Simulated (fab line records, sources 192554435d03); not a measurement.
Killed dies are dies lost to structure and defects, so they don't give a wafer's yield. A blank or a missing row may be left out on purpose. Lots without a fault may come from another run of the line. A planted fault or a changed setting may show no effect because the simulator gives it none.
One fault seen from 2 desks | flow n5_finfet | each desk has only its own numbers; what lay behind them comes last

THE TOOL OWNER'S DESK: pecvd-04
The tool's own readings at N5_BEOL_M8_ILD_DEP_00 (deposits SiCOH lowk from DEMS/porogen, target thk 179.75 nm, time 33.4 s): means of the sampled wafers that have a number, for each lot that ran on this tool. A lot is out of limits, marked OUT, if its mean lies more than 4 standard deviations from the usual mean; the brackets give that distance.
Columns: A = heater_power_w at N5_BEOL_M8_ILD_DEP_00, usual 344 W; B = showerhead_plenum_p_Torr at N5_BEOL_M8_ILD_DEP_00, usual 5.741 Torr; C = throttle_valve_pct at N5_BEOL_M8_ILD_DEP_00, usual 13.4 %
lot  | first seen here | A   | B     | C
L704 | day 10 10:54    | 438 | 5.737 | 13.1
L702 | day 10 15:19    | 393 | 5.735 | 13.2
L716 | day 13 18:19    | 399 | 5.734 | 12.8
L718 | day 14 05:19    | 420 | 5.724 | 13.1
L720 | day 14 21:58    | 401 | 5.754 | 13.0
L722 | day 15 08:40    | 407 | 5.740 | 13.0
This desk's finding: nothing out of limits on any of the 6 lots.

THE DEFECT DESK
What the inspections along the route counted, lot by lot: means of the sampled wafers that have a number. A lot is out of limits, marked OUT, if its mean lies more than 4 standard deviations from the usual mean; the brackets give that distance.
Columns: A = raw_defect_count at N5_BEOL_M8_INSPECT_13, usual 408; B = raw_defect_count at N5_BEOL_M8_INSPECT_30, usual 407
lot  | first seen here | A              | B
L699 | day 9 07:19     | 370            | 383
L704 | day 10 13:53    | 420            | 400
L702 | day 10 18:01    | 411            | 399
L707 | day 11 16:13    | 366            | 380
L711 | day 12 15:08    | 434            | 443
L716 | day 13 21:37    | 350            | 373
L718 | day 14 07:45    | 312            | 321
L720 | day 15 01:14    | 1584 (+12) OUT | 1583 (+12) OUT
L722 | day 15 11:50    | 1549 (+12) OUT | 1516 (+11) OUT
This desk's finding: out of limits on L720, L722; first on L720, day 15 01:14 (raw_defect_count at N5_BEOL_M8_INSPECT_13). In limits: L699, L704, L702, L707, L711, L716, L718.

PUT TOGETHER
The defect desk could have raised an alarm at day 15 01:14, on L720, L722.
The tool owner's desk saw nothing out of limits.
The tool owner's desk has L720, L722 on record, within its limits.
Of the lots named, all ran N5_BEOL_M8_ILD_DEP_00 on pecvd-04.

WHAT THE SIMULATOR HAD PUT IN
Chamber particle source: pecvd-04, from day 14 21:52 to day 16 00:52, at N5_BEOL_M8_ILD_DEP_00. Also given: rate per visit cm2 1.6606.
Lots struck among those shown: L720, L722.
Hours from the fault's start to each desk's first reading out of limits: the defect desk, 3.
